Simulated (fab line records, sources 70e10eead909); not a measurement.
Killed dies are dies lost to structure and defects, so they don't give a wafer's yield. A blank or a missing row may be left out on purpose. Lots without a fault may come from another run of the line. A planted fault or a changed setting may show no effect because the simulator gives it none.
fab line records | flow nand_harc
record lots=23 wafers=69 last_day=33
route steps=1302 shown A_STAIRCASE@712
lots that met no fault: from a run of the same line without faults
start_h: hours from the record's first day to the start of the lot's first wafer shown | wait_h: hours since the lot's step before | " the same as in the row above | L1.1+2: a row that stands for several wafers | - no value, or no start given | * or withheld: withheld | < > ~ a bound
route shown NAME@n: a module of which the file shows steps, and the number in the route of the first | usual: mean/standard deviation of fault-free wafers | same: alike in all rows | chamber/n: place in a boat | sites: the reading at each site | _std_site: their standard deviation | _edge_site: outer sites' mean less inner sites' | radius_mm: how far each site lies from the wafer's centre | mask NAME#n: copy n | behind: the tool/chamber that last shaped the wafer | hold: why the lot was held/for how many hours/how that ended | device: the transistor (n, p or np) that didn't switch | end of line: the same wafers' tests at the end of the route | a step without rows: its recipe alone | killed: dies lost to structure and defects at the first sort, not the wafer's yield | map: a wafer's dies, x killed, . not, _ none there
set.NAME: the setting as run; set.NAME@STEP: as run at that earlier step | model.NAME: the simulator's own value behind a step, which no gauge read
steps of the route over a sample of lots; a table a step, a row a wafer
services: from which hour (start_h, from the record's first day; less than 0 if before it) a tool's chamber was out of use, for how many hours, and why
## steps
# step NHARC_A_STAIRCASE_TRIM_198
# recipe time_s=211.2 o2_flow_sccm=500 ar_flow_sccm=0 bias_w=0 chemistry=O2
# usual chamber_pressure_mTorr=60.00/0.055 drypump_motor_current_A=5.7/0.51 oes_product_au=1.002/0.0094 rf_vpp_V=57.7/0.87 showerhead_plenum_p_Torr=3.50/0.1 throttle_valve_pct=17.036/0.01
# columns lot.wafer tool chamber start_h wait_h chamber_pressure_mTorr drypump_motor_current_A oes_product_au rf_hours_counter_h rf_vpp_V showerhead_plenum_p_Torr throttle_valve_pct
L074.1 rie_diel-12 1 - - 60.00 5.9 0.997 26 57.8 3.51 17.037
L074.4 " 2 " " 60.01 5.8 0.996 27 57.2 3.54 17.040
L074.5 " 0 " " 60.11 6.1 1.002 - 56.9 3.45 17.027
L075.1 rie_diel-12 0 - - 59.93 6.1 0.990 28 58.8 3.45 17.044
L075.4 " 1 " " 60.00 5.8 0.987 28 58.7 3.51 17.012
L075.5 " 0 " " 60.03 6.1 0.998 - 56.4 3.45 17.025
L078.2 rie_diel-12 2 - - 60.08 5.8 0.996 35 57.2 3.53 17.023
L078.4 " 3 " " 60.11 6.0 0.995 35 58.4 3.58 17.033
L078.3 " 0 " " 60.04 6.1 0.990 36 55.9 3.44 17.029
L076.3 rie_diel-10 3 - - 60.00 5.0 1.008 58 58.4 3.59 17.057
L076.1 " 1 " " 59.96 6.5 1.008 54 58.7 3.51 17.042
L076.5 " 2 " " 60.00 6.0 1.003 - 57.8 3.66 17.045
L077.4 rie_diel-10 3 - - 60.05 5.0 1.006 59 57.2 3.59 17.044
L077.3 " 0 " " 60.01 5.7 1.020 59 57.0 3.31 17.033
L077.1 " 1 " " 60.00 6.5 1.005 56 58.5 3.51 17.018
L079.1 rie_diel-12 0 - - 59.90 6.1 0.993 39 59.3 3.44 17.048
L079.4 " 1 " " 60.00 5.9 0.990 38 57.4 3.50 17.043
L079.6 " 2 " " 60.02 5.8 0.993 - 59.2 3.53 17.054
L081.3 rie_diel-10 1 - - 59.94 6.5 0.999 63 57.5 3.50 17.026
L081.2 " 2 " " 59.92 6.0 1.007 63 59.1 3.65 17.036
L081.6 " 0 " " 59.95 5.7 1.016 - 57.7 3.30 17.032
L080.2 rie_diel-10 3 - - 59.92 5.0 1.003 65 56.5 3.59 17.034
L080.4 " 1 " " 60.01 6.5 1.009 64 57.7 3.50 17.031
L080.6 " 2 " " 59.94 5.9 0.992 - 56.1 3.65 17.042
L084.1 rie_diel-06 2 - - 60.08 4.6 1.012 39 57.2 3.57 17.019
L084.2 " 3 " " 60.01 5.3 1.003 42 59.1 3.47 17.024
L084.6 " 3 " " 60.01 5.3 1.010 - 57.2 3.47 17.025
L082.2 rie_diel-06 0 - - 60.09 6.4 1.011 21 58.8 3.58 17.046
L082.5 " 1 " " 60.06 6.0 0.997 - 57.8 3.34 17.037
L082.6 " 2 " " 59.93 4.6 1.009 - 59.1 3.57 17.038
L086.2 rie_diel-06 2 - - 59.97 4.6 1.007 51 56.0 3.57 17.007
L086.4 " 1 " " 60.00 6.0 1.017 - 56.8 3.33 17.046
L086.6 " 3 " " 59.93 5.3 1.003 - 57.0 3.46 17.019
L085.1 rie_diel-06 2 - - 60.05 4.7 1.008 52 57.9 3.56 17.025
L085.3 " 3 " " 59.95 5.3 0.997 54 57.4 3.46 17.042
L085.6 " 3 " " 59.95 5.3 0.996 - 57.9 3.46 17.030
L087.2 rie_diel-10 2 - - 59.99 6.0 1.003 23 59.2 3.64 17.036
L087.4 " 3 " " 60.07 5.0 1.006 21 58.0 3.58 17.020
L087.5 " 3 " " 60.02 5.0 1.010 - 58.3 3.57 17.014
L088.2 rie_diel-12 0 - - 60.06 6.1 1.012 16 57.3 3.42 17.051
L088.3 " 2 " " 59.92 5.8 1.006 16 56.9 3.51 17.036
L088.5 " 3 " " 59.99 6.0 1.015 - 57.2 3.55 17.050
L089.2 rie_diel-12 0 - - 59.89 6.1 1.005 18 58.3 3.42 17.038
L089.4 " 1 " " 59.94 5.9 1.013 19 57.4 3.48 17.039
L089.3 " 2 " " 60.07 5.8 0.995 18 57.4 3.51 17.044
L091.2 rie_diel-12 1 - - 59.94 5.9 0.999 21 57.5 3.48 17.030
L091.3 " 2 " " 59.99 5.8 0.999 20 57.7 3.51 17.036
L091.6 " 1 " " 59.96 5.9 1.014 - 57.9 3.48 17.043
L090.2 rie_diel-06 2 - - 60.00 4.6 1.001 10 58.5 3.56 17.028
L090.3 " 0 " " 60.05 6.3 1.013 9 58.3 3.57 17.043
L090.6 " 2 " " 59.98 4.6 1.000 - 58.6 3.56 17.040
L092.3 rie_diel-12 2 - - 59.99 5.8 0.990 25 57.8 3.50 17.048
L092.6 " 1 " " 59.94 5.9 0.999 - 56.6 3.48 17.043
L092.5 " 2 " " 60.08 5.8 0.982 - 58.7 3.50 17.031
L093.1 rie_diel-10 2 - - 60.01 5.9 0.989 40 57.3 3.63 17.035
L093.4 " 0 " " 59.94 5.6 1.004 32 56.8 3.28 17.041
L093.5 " 2 " " 59.89 6.0 0.985 - 58.1 3.63 17.023
L094.4 rie_diel-10 1 - - 59.96 6.5 1.001 47 56.8 3.48 17.047
L094.5 " 1 " " 60.00 6.5 1.008 - 57.5 3.48 17.028
L094.6 " 2 " " 59.93 5.9 0.981 - 56.8 3.62 17.027
L095.3 rie_diel-10 0 - - 60.01 5.6 1.006 42 57.8 3.28 17.032
L095.2 " 1 " " 59.97 6.5 1.002 47 58.3 3.48 17.028
L095.1 " 3 " " 59.98 5.0 1.004 47 58.3 3.56 17.033
L096.2 rie_diel-12 3 - - 60.01 6.0 0.998 36 57.7 3.54 17.030
L096.1 " 1 " " 60.08 5.9 0.990 37 57.7 3.47 17.041
L096.6 " 3 " " 60.08 6.0 0.998 - 57.1 3.54 17.037
L097.3 rie_diel-06 2 - - 60.01 4.6 0.999 37 58.8 3.54 17.036
L097.1 " 0 " " 59.93 6.4 1.006 34 59.1 3.56 17.027
L097.5 " 2 " " 60.02 4.6 1.013 - 58.6 3.54 17.030
# step NHARC_A_STAIRCASE_TRIM_229
# recipe time_s=211.2 o2_flow_sccm=500 ar_flow_sccm=0 bias_w=0 chemistry=O2
# usual chamber_pressure_mTorr=59.99/0.055 drypump_motor_current_A=5.8/0.54 oes_product_au=1.003/0.01 rf_vpp_V=57.8/0.94 showerhead_plenum_p_Torr=3.49/0.098 throttle_valve_pct=17.037/0.01
# columns lot.wafer tool chamber start_h wait_h chamber_pressure_mTorr drypump_motor_current_A oes_product_au rf_hours_counter_h rf_vpp_V showerhead_plenum_p_Torr throttle_valve_pct
L074.1 rie_diel-06 0 362.92 0.1 59.88 6.4 1.012 15 56.1 3.59 17.032
L074.4 " 1 " " 59.98 6.0 1.016 14 56.7 3.36 17.024
L074.5 " 0 " " 60.02 6.4 1.008 - 57.9 3.59 17.044
L075.4 rie_diel-12 1 367.86 0.1 60.03 5.9 0.996 28 57.1 3.51 17.012
L075.1 " 2 " " 60.05 5.8 0.992 29 58.9 3.54 17.031
L075.5 " 1 " " 59.94 5.9 1.000 - 57.2 3.51 17.023
L078.2 rie_diel-12 2 397.08 0.1 59.96 5.8 0.994 36 58.6 3.53 17.049
L078.4 " 0 " " 59.94 6.1 0.985 38 57.6 3.44 17.049
L078.3 " 1 " " 59.89 5.9 0.994 37 57.0 3.51 17.024
L076.1 rie_diel-10 1 397.39 0.1 59.99 6.5 1.023 56 57.4 3.51 17.054
L076.3 " 3 " " 59.98 5.0 1.011 59 57.0 3.59 17.036
L076.5 " 2 " " 59.92 5.9 1.001 - 57.5 3.66 17.036
L077.1 rie_diel-10 0 400.17 0.1 59.87 5.7 1.008 60 56.7 3.31 17.041
L077.3 " 1 " " 59.91 6.5 0.998 57 56.8 3.51 17.022
L077.4 " 2 " " 60.02 5.9 0.996 57 59.5 3.66 17.025
L079.1 rie_diel-12 3 408.03 0.1 59.97 6.0 0.983 39 58.3 3.57 17.027
L079.4 " 2 " " 60.01 5.8 0.998 38 59.2 3.53 17.052
L079.6 " 0 " " 59.93 6.1 0.990 - 56.8 3.44 17.034
L081.2 rie_diel-06 2 419.56 0.1 60.05 4.6 1.008 29 58.9 3.58 17.017
L081.3 " 1 " " 60.04 6.0 1.016 36 57.2 3.34 17.033
L081.6 " 2 " " 59.91 4.6 1.021 - 56.1 3.58 17.051
L080.4 rie_diel-12 0 419.97 0.1 59.94 6.1 0.990 47 57.7 3.44 17.047
L080.2 " 1 " " 60.10 5.9 0.998 48 57.7 3.50 17.030
L080.6 " 0 " " 59.99 6.1 0.993 - 58.1 3.44 17.051
L084.1 rie_diel-06 1 445.79 0.1 60.00 6.0 1.010 47 56.8 3.34 17.022
L084.2 " 2 " " 59.96 4.6 1.012 40 57.7 3.57 17.022
L084.6 " 3 " " 60.02 5.3 1.010 - 57.8 3.47 17.028
L082.2 rie_diel-06 1 450.96 0.1 60.01 6.0 1.015 48 59.2 3.34 17.037
L082.5 " 0 " " 59.97 6.4 1.014 - 57.6 3.58 17.049
L082.6 " 1 " " 59.91 6.0 1.019 - 57.7 3.34 17.043
L086.2 rie_diel-06 3 486.40 0.1 60.11 5.3 0.987 55 59.6 3.46 17.033
L086.6 " 2 " " 59.97 4.6 1.001 - 57.2 3.56 17.049
L086.4 " 3 " " 59.99 5.3 0.997 - 58.0 3.46 17.050
L085.3 rie_diel-10 0 488.36 0.1 59.92 5.7 1.019 18 57.0 3.29 17.030
L085.1 " 2 " " 60.06 6.0 0.986 21 57.2 3.64 17.034
L085.6 " 3 " " 60.03 5.0 1.000 - 57.7 3.58 17.032
L087.2 rie_diel-10 3 497.29 0.1 59.95 5.0 1.011 22 58.7 3.57 17.038
L087.4 " 1 " " 60.04 6.5 0.989 21 56.9 3.49 17.023
L087.5 " 2 " " 59.99 6.0 0.991 - 57.5 3.64 17.028
L088.2 rie_diel-06 1 506.03 0.1 60.07 6.0 1.004 4 55.8 3.33 17.035
L088.3 " 2 " " 60.00 4.6 1.011 3 58.4 3.56 17.043
L088.5 " 1 " " 60.11 6.0 1.007 - 57.2 3.33 17.040
L089.2 rie_diel-12 2 511.34 0.1 60.05 5.8 1.000 18 57.5 3.51 17.045
L089.3 " 0 " " 59.97 6.1 1.003 19 57.5 3.42 17.048
L089.4 " 1 " " 59.94 5.9 1.016 19 57.8 3.48 17.040
L091.2 rie_diel-06 3 522.30 0.3 59.85 5.3 1.015 9 58.0 3.46 17.022
L091.3 " 1 " " 60.06 6.0 1.013 9 57.6 3.32 17.029
L091.6 " 0 " " 60.03 6.4 1.020 - 57.7 3.57 17.055
L090.2 rie_diel-10 1 526.14 0.1 60.04 6.5 0.997 33 57.6 3.49 17.049
L090.3 " 2 " " 59.96 5.9 1.003 38 58.1 3.63 17.053
L090.6 " 2 " " 60.07 5.9 0.996 - 57.2 3.63 17.028
L092.3 rie_diel-06 0 536.30 0.1 60.05 6.4 1.019 14 58.3 3.57 17.040
L092.6 " 0 " " 60.01 6.4 1.016 - 57.5 3.57 17.044
L092.5 " 1 " " 59.99 6.0 0.996 - 57.0 3.32 17.030
L093.1 rie_diel-06 2 537.43 0.1 60.06 4.6 1.011 16 57.5 3.56 17.033
L093.4 " 0 " " 60.08 6.4 1.008 14 58.5 3.57 17.044
L093.5 " 2 " " 59.94 4.6 1.003 - 58.3 3.56 17.043
L094.4 rie_diel-06 0 567.83 0.1 60.03 6.4 0.999 26 57.3 3.56 17.032
L094.5 " 2 " " 60.02 4.6 1.006 - 57.9 3.55 17.029
L094.6 " 3 " " 60.05 5.3 1.004 - 56.6 3.45 17.044
L095.2 rie_diel-06 0 568.44 0.1 59.97 6.4 1.001 27 57.7 3.56 17.042
L095.1 " 1 " " 59.99 6.0 0.991 28 56.5 3.32 17.029
L095.3 " 3 " " 59.97 5.3 1.000 27 58.4 3.45 17.037
L096.2 rie_diel-12 1 577.10 0.1 59.95 5.9 0.998 38 58.5 3.47 17.051
L096.1 " 2 " " 59.99 5.8 0.987 38 58.6 3.50 17.036
L096.6 " 2 " " 60.00 5.8 0.992 - 57.4 3.50 17.040
L097.3 rie_diel-12 1 592.30 0.1 60.01 5.9 1.001 44 56.6 3.47 17.038
L097.1 " 3 " " 60.00 6.0 1.016 45 57.4 3.54 17.038
L097.5 " 1 " " 60.03 5.9 1.009 - 57.8 3.47 17.038
# step NHARC_A_STAIRCASE_ETCH_236
# recipe target_depth_a=1000 time_s=40.5 ion_energy_ev=400 c4f8_flow_sccm=20 o2_flow_sccm=10 ar_flow_sccm=withheld rf_w=600 bias_w=1000 chemistry=C4F8/O2
# usual chamber_pressure_mTorr=24.999/0.023 oes_product_au=0.945/0.013 rf_vpp_V=894/3.6
# columns lot.wafer tool chamber start_h wait_h chamber_pressure_mTorr oes_product_au rf_hours_counter_h rf_vpp_V
L074.4 rie_diel-06 1 - - 25.003 0.969 14 890
L074.1 " 2 " " 25.021 0.977 15 898
L074.5 " 1 " " 24.954 0.966 - 889
L075.1 rie_diel-12 2 - - 24.998 0.946 30 896
L075.4 " 3 " " 25.002 0.942 30 897
L075.5 " 1 " " 25.040 0.946 - 895
L078.2 rie_diel-12 3 - - 24.975 0.936 37 898
L078.4 " 0 " " 25.013 0.937 38 892
L078.3 " 1 " " 24.983 0.948 37 895
L076.3 rie_diel-10 0 - - 24.964 0.959 60 888
L076.1 " 2 " " 24.976 0.942 57 900
L076.5 " 0 " " 24.982 0.945 - 888
L077.4 rie_diel-10 0 - - 24.994 0.956 61 887
L077.3 " 1 " " 25.012 0.958 57 895
L077.1 " 2 " " 24.941 0.948 57 901
L079.1 rie_diel-12 0 - - 25.040 0.940 41 894
L079.4 " 3 " " 24.990 0.942 40 897
L079.6 " 1 " " 24.969 0.938 - 895
L081.3 rie_diel-06 3 - - 25.003 0.928 40 895
L081.2 " 1 " " 25.007 0.929 37 889
L081.6 " 1 " " 25.033 0.937 - 888
L080.4 rie_diel-12 2 - - 25.005 0.930 49 898
L080.2 " 1 " " 24.966 0.930 49 894
L080.6 " 2 " " 24.983 0.933 - 896
L084.2 rie_diel-06 3 - - 24.961 0.938 44 893
L084.1 " 0 " " 25.013 0.945 21 898
L084.6 " 3 " " 24.999 0.934 - 893
L082.2 rie_diel-06 2 - - 25.030 0.948 42 898
L082.6 " 0 " " 25.007 0.947 - 898
L082.5 " 1 " " 25.017 0.950 - 889
L086.2 rie_diel-12 1 - - 24.955 0.959 14 895
L086.4 " 2 " " 24.998 0.980 13 897
L086.6 " 0 " " 25.000 0.958 - 892
L085.3 rie_diel-10 1 - - 25.006 0.935 20 894
L085.1 " 0 " " 24.995 0.942 18 888
L085.6 " 1 " " 25.011 0.937 - 894
L087.4 rie_diel-10 1 - - 25.008 0.940 22 894
L087.2 " 3 " " 25.002 0.937 23 896
L087.5 " 1 " " 24.983 0.948 - 895
L088.2 rie_diel-06 2 - - 25.022 0.942 4 897
L088.3 " 3 " " 24.978 0.950 3 895
L088.5 " 1 " " 25.003 0.934 - 889
L089.2 rie_diel-12 3 - - 24.977 0.960 18 897
L089.4 " 0 " " 25.022 0.958 20 892
L089.3 " 1 " " 24.992 0.947 20 893
L091.3 rie_diel-06 2 - - 24.971 0.943 11 895
L091.2 " 1 " " 25.004 0.946 10 889
L091.6 " 2 " " 24.974 0.945 - 898
L090.3 rie_diel-10 3 - - 24.974 0.946 35 898
L090.2 " 0 " " 24.978 0.952 30 888
L090.6 " 1 " " 24.979 0.933 - 893
L092.3 rie_diel-06 3 - - 25.026 0.957 15 893
L092.5 " 0 " " 24.969 0.954 - 898
L092.6 " 1 " " 25.022 0.948 - 888
L093.1 rie_diel-06 3 - - 25.012 0.979 15 892
L093.4 " 0 " " 24.979 0.961 15 897
L093.5 " 3 " " 24.982 0.975 - 894
L094.4 rie_diel-06 3 - - 25.020 0.944 27 895
L094.6 " 0 " " 25.009 0.944 - 897
L094.5 " 1 " " 24.988 0.927 - 886
L095.2 rie_diel-06 2 - - 24.987 0.953 30 897
L095.3 " 3 " " 25.033 0.953 27 894
L095.1 " 1 " " 24.986 0.941 28 888
L096.1 rie_diel-12 1 - - 25.024 0.923 39 895
L096.2 " 3 " " 24.973 0.931 38 897
L096.6 " 3 " " 24.984 0.922 - 897
L097.3 rie_diel-12 3 - - 25.008 0.943 46 896
L097.1 " 1 " " 24.999 0.919 44 893
L097.5 " 3 " " 24.978 0.947 - 897
# step NHARC_A_STAIRCASE_STRIP_254
# recipe power_w=1500 temp_c=250 chemistry=O2
# usual drypump_motor_current_A=5.6/0.37 heater_power_w=340/31
# columns lot.wafer tool chamber start_h wait_h drypump_motor_current_A heater_power_w rf_hours_counter_h
L074.1 plasma_asher-02 0 365.56 - 5.7 344 27
L074.4 " 1 " " 5.2 345 -
L074.5 " 0 " " 5.7 343 -
L075.1 plasma_asher-01 1 370.67 - 5.5 302 4
L075.4 " 0 " " 6.2 385 -
L075.5 " 0 " " 6.2 385 -
L078.2 plasma_asher-01 0 399.94 - 6.2 377 9
L078.3 " 1 " " 5.5 296 -
L078.4 " 0 " " 6.2 382 -
L076.1 plasma_asher-01 1 400.34 - 5.5 302 9
L076.3 " 0 " " 6.2 390 -
L076.5 " 0 " " 6.2 391 -
L077.1 plasma_asher-01 1 402.98 - 5.5 289 10
L077.3 " 0 " " 6.2 383 -
L077.4 " 1 " " 5.5 295 -
L079.1 plasma_asher-01 1 411.14 - 5.5 299 11
L079.4 " 1 " " 5.5 297 -
L079.6 " 1 " " 5.5 292 -
L081.2 plasma_asher-01 0 422.69 - 6.3 374 14
L081.3 " 0 " " 6.3 384 -
L081.6 " 0 " " 6.3 391 -
L080.2 plasma_asher-02 0 423.18 - 5.7 347 40
L080.4 " 0 " " 5.7 345 -
L080.6 " 1 " " 5.2 339 -
L084.2 plasma_asher-02 0 448.56 - 5.6 351 4
L084.1 " 1 " " 5.2 320 4
L084.6 " 1 " " 5.2 330 -
L082.2 plasma_asher-02 0 453.76 - 5.6 355 5
L082.6 " 1 " " 5.2 325 -
L082.5 " 0 " " 5.6 353 -
L086.2 plasma_asher-02 1 489.21 - 5.2 335 12
L086.4 " 1 " " 5.2 337 -
L086.6 " 0 " " 5.7 347 -
L085.1 plasma_asher-02 0 491.18 - 5.7 353 13
L085.3 " 0 " " 5.7 355 -
L085.6 " 0 " " 5.6 342 -
L087.2 plasma_asher-02 1 500.37 - 5.2 326 15
L087.4 " 1 " " 5.2 331 -
L087.5 " 1 " " 5.2 325 -
L088.2 plasma_asher-02 0 509.00 - 5.7 358 17
L088.3 " 0 " " 5.7 353 -
L088.5 " 1 " " 5.2 332 -
L089.2 plasma_asher-02 1 514.09 - 5.2 333 18
L089.3 " 1 " " 5.2 332 -
L089.4 " 0 " " 5.7 356 -
L091.2 plasma_asher-02 0 525.70 - 5.7 359 22
L091.3 " 1 " " 5.2 329 -
L091.6 " 0 " " 5.7 354 -
L090.2 plasma_asher-02 1 529.42 - 5.2 333 23
L090.3 " 0 " " 5.6 352 -
L090.6 " 1 " " 5.2 326 -
L092.3 plasma_asher-02 1 539.31 - 5.2 330 -
L092.6 " 0 " " 5.6 354 -
L092.5 " 1 " " 5.2 337 -
L093.1 plasma_asher-01 0 540.32 - 6.2 373 3
L093.4 " 1 " " 5.6 289 -
L093.5 " 0 " " 6.2 375 -
L094.4 plasma_asher-01 0 571.35 - 6.2 371 -
L094.6 " 1 " " 5.5 291 -
L094.5 " 0 " " 6.2 387 -
L095.1 plasma_asher-01 0 571.78 - 6.2 370 9
L095.2 " 1 " " 5.6 297 9
L095.3 " 1 " " 5.6 286 -
L096.1 plasma_asher-02 0 580.43 - 5.7 360 32
L096.2 " 1 " " 5.2 332 32
L096.6 " 1 " " 5.2 325 -
L097.1 plasma_asher-01 0 594.91 - 6.2 372 14
L097.3 " 1 " " 5.6 287 -
L097.5 " 1 " " 5.6 289 -
# step NHARC_A_STAIRCASE_ETCH_273
# recipe target_depth_a=1.02e+05 time_s=2468.6 ion_energy_ev=800 c4f8_flow_sccm=80 o2_flow_sccm=60 ar_flow_sccm=withheld rf_w=600 bias_w=3000 chemistry=C4F8/O2/Ar
# usual chamber_pressure_mTorr=25.000/0.025 oes_product_au=0.936/0.012 rf_vpp_V=1824/7.8
# columns lot.wafer tool chamber start_h wait_h chamber_pressure_mTorr oes_product_au rf_hours_counter_h rf_vpp_V
L074.4 rie_diel-06 2 - - 25.024 0.939 17 1830
L074.1 " 3 " " 24.993 0.931 17 1824
L074.5 " 3 " " 24.987 0.944 - 1825
L075.1 rie_diel-10 3 - - 25.030 0.944 50 1831
L075.4 " 0 " " 25.014 0.950 50 1811
L075.5 " 2 " " 24.994 0.923 - 1838
L078.3 rie_diel-12 1 - - 25.028 0.919 39 1824
L078.4 " 2 " " 24.956 0.917 38 1828
L078.2 " 3 " " 24.999 0.915 39 1831
L076.1 rie_diel-10 1 - - 25.003 0.942 59 1826
L076.3 " 2 " " 24.992 0.926 59 1835
L076.5 " 2 " " 25.006 0.922 - 1837
L077.1 rie_diel-06 3 413.34 0.4 24.970 0.925 35 1822
L077.4 " 1 " " 25.013 0.941 - 1813
L077.3 " 3 " " 24.961 0.931 - 1823
L079.1 rie_diel-10 2 - - 25.018 0.939 65 1837
L079.4 " 3 " " 25.030 0.940 67 1831
L079.6 " 3 " " 25.015 0.918 - 1832
L081.2 rie_diel-06 2 427.85 0.5 24.989 0.942 32 1831
L081.3 " 2 " " 25.001 0.939 - 1829
L081.6 " 2 " " 25.006 0.938 - 1830
L080.2 rie_diel-12 1 - - 25.016 0.927 50 1824
L080.4 " 0 " " 24.996 0.930 48 1820
L080.6 " 1 " " 24.994 0.914 - 1824
L084.2 rie_diel-10 3 - - 25.020 0.923 8 1830
L084.1 " 0 " " 24.979 0.931 8 1810
L084.6 " 3 " " 24.984 0.925 - 1830
L082.2 rie_diel-12 0 - - 24.983 0.938 0 1820
L082.5 " 2 " " 24.997 0.938 - 1825
L082.6 " 3 " " 24.959 0.935 - 1829
L086.2 rie_diel-12 2 - - 25.026 0.938 14 1825
L086.4 " 3 " " 24.961 0.941 14 1829
L086.6 " 3 " " 24.996 0.946 - 1828
L085.3 rie_diel-06 0 - - 25.028 0.954 0 1830
L085.1 " 1 " " 24.969 0.947 0 1812
L085.6 " 1 " " 24.973 0.947 - 1812
L087.4 rie_diel-10 2 - - 24.997 0.927 26 1834
L087.2 " 3 " " 25.008 0.921 25 1829
L087.5 " 2 " " 25.004 0.911 - 1836
L088.3 rie_diel-06 3 - - 25.012 0.946 5 1821
L088.2 " 0 " " 24.992 0.966 6 1829
L088.5 " 3 " " 25.039 0.956 - 1823
L089.4 rie_diel-10 1 - - 24.968 0.944 29 1825
L089.2 " 3 " " 25.003 0.952 29 1830
L089.3 " 0 " " 24.998 0.965 26 1808
L091.3 rie_diel-06 3 - - 25.010 0.963 12 1821
L091.2 " 0 " " 24.994 0.940 11 1830
L091.6 " 1 " " 25.020 0.933 - 1811
L090.2 rie_diel-10 1 - - 25.015 0.949 36 1823
L090.3 " 2 " " 25.024 0.933 41 1834
L090.6 " 0 " " 24.999 0.957 - 1807
L092.3 rie_diel-06 3 - - 25.104 0.940 18 1820
L092.6 " 0 " " 24.997 0.931 - 1830
L092.5 " 1 " " 25.010 0.923 - 1812
L093.1 rie_diel-12 2 - - 25.011 0.942 27 1825
L093.4 " 1 " " 25.017 0.948 28 1823
L093.5 " 3 " " 25.008 0.946 - 1828
L094.4 rie_diel-06 0 - - 24.977 0.963 32 1830
L094.5 " 1 " " 24.984 0.948 - 1811
L094.6 " 2 " " 24.976 0.948 - 1829
L095.2 rie_diel-10 1 - - 25.015 0.939 51 1822
L095.1 " 2 " " 25.013 0.916 56 1832
L095.3 " 0 " " 24.979 0.921 45 1808
L096.2 rie_diel-12 2 - - 25.031 0.932 40 1824
L096.1 " 0 " " 24.985 0.928 37 1820
L096.6 " 3 " " 25.006 0.944 - 1827
L097.1 rie_diel-12 0 - - 24.996 0.920 48 1817
L097.3 " 2 " " 25.031 0.914 48 1825
L097.5 " 0 " " 25.013 0.909 - 1818
# step NHARC_A_STAIRCASE_DEP_301
# recipe target_thk_a=300 target_thk_nm=30 temp_c=400 pressure_torr=3.5 flow_sccm=200 rf_w=350 material=SiON
# usual heater_power_outer_w=496/46 heater_power_w=801/75 showerhead_vpp_V=1160/73
# columns lot.wafer tool chamber start_h wait_h heater_power_outer_w heater_power_w showerhead_vpp_V
L074.1 pecvd-02 0 387.35 1.6 495 763 1242
L074.5 " 2 " " 530 892 1189
L074.4 " 0 " " 514 792 1226
L075.1 pecvd-01 1 394.20 1.6 612 917 1109
L075.4 " 0 " " 501 766 1102
L075.5 " 1 " " 616 914 1136
L078.3 pecvd-01 2 418.95 0.9 528 887 1161
L078.2 " 0 " " 533 842 1103
L078.4 " 0 " " 528 842 1105
L076.3 pecvd-02 0 422.32 1.0 428 679 1232
L076.1 " 2 " " 538 906 1185
L076.5 " 1 " " 485 801 1289
L077.1 pecvd-02 2 427.38 1.7 484 823 1212
L077.3 " 0 " " 487 763 1218
L077.4 " 2 " " 499 832 1191
L079.1 pecvd-01 0 429.10 1.6 466 751 1106
L079.4 " 0 " " 469 744 1118
L079.6 " 2 " " 477 807 1158
L081.2 pecvd-03 0 440.22 1.3 490 795 1034
L081.3 " 1 " " 542 907 1258
L081.6 " 0 " " 488 818 1028
L080.2 pecvd-01 2 442.06 1.3 470 803 1183
L080.6 " 1 " " 503 802 1132
L080.4 " 2 " " 470 805 1190
L084.2 pecvd-03 1 465.31 1.4 572 920 1274
L084.1 " 0 " " 461 780 1036
L084.6 " 0 " " 472 788 1047
L082.2 pecvd-01 2 470.64 1.3 463 797 1174
L082.6 " 2 " " 472 818 1178
L082.5 " 1 " " 488 747 1141
L086.2 pecvd-03 0 507.17 1.3 469 766 1041
L086.4 " 0 " " 478 786 1044
L086.6 " 1 " " 548 929 1248
L085.1 pecvd-01 2 507.93 1.6 455 755 1173
L085.3 " 0 " " 426 691 1136
L085.6 " 0 " " 432 699 1120
L087.2 pecvd-01 1 519.86 1.3 503 753 1124
L087.4 " 2 " " 530 867 1171
L087.5 " 0 " " 455 727 1103
L088.2 pecvd-03 1 522.76 1.3 476 807 1283
L088.3 " 0 " " 439 756 1041
L088.5 " 2 " " 475 718 1076
L089.3 pecvd-03 2 531.09 1.0 517 773 1098
L089.2 " 0 " " 496 801 1054
L089.4 " 1 " " 572 930 1260
L091.2 pecvd-01 0 542.45 1.3 480 762 1096
L091.3 " 1 " " 585 866 1121
L091.6 " 2 " " 529 933 1169
L090.2 pecvd-03 2 546.17 1.3 413 643 1115
L090.3 " 0 " " 443 728 1030
L090.6 " 0 " " 445 720 1057
L092.3 pecvd-01 1 555.31 1.0 552 844 1113
L092.5 " 0 " " 420 707 1139
L092.6 " 1 " " 546 862 1113
L093.1 pecvd-02 0 558.12 1.7 444 679 1218
L093.5 " 1 " " 522 881 1282
L093.4 " 2 " " 493 827 1212
L094.6 pecvd-02 2 588.17 0.1 535 902 1201
L094.5 " 0 " " 478 767 1253
L094.4 " 1 " " 496 824 1270
L095.3 pecvd-03 1 590.11 1.1 553 870 1292
L095.2 " 2 " " 499 785 1085
L095.1 " 0 " " 393 684 1049
L096.1 pecvd-01 2 597.37 1.6 489 801 1170
L096.2 " 0 " " 401 684 1137
L096.6 " 1 " " 483 708 1114
L097.1 pecvd-02 1 614.64 1.8 478 794 1287
L097.3 " 2 " " 460 800 1210
L097.5 " 0 " " 468 748 1215
## services
# columns tool chamber start_h hours kind
plasma_asher-01 - 342.00 9.0 pm
pecvd-03 - 366.00 13.0 pm
plasma_asher-02 - 377.13 1.9 repair
rie_diel-06 0 382.08 59.9 repair
rie_diel-06 2 392.11 8.8 repair
rie_diel-10 2 393.98 2.7 repair
plasma_asher-01 - 396.92 2.2 repair
plasma_asher-01 - 401.90 0.7 repair
pecvd-03 0 402.14 5.6 repair
rie_diel-10 - 419.65 9.0 pm
plasma_asher-02 - 426.08 9.0 pm
rie_diel-06 3 426.35 13.7 repair
rie_diel-12 - 446.86 9.0 pm
rie_diel-06 0 474.62 15.1 repair
rie_diel-06 - 486.56 9.0 pm
pecvd-01 - 492.16 13.0 pm
plasma_asher-01 - 519.00 9.0 pm
pecvd-01 - 543.51 0.4 repair
pecvd-01 - 546.89 0.9 repair
rie_diel-06 3 557.88 3.3 repair
rie_diel-12 0 570.96 13.3 repair
rie_diel-10 - 596.69 9.0 pm
rie_diel-06 0 602.96 9.3 repair
plasma_asher-02 - 603.08 9.0 pm
## key
fault none
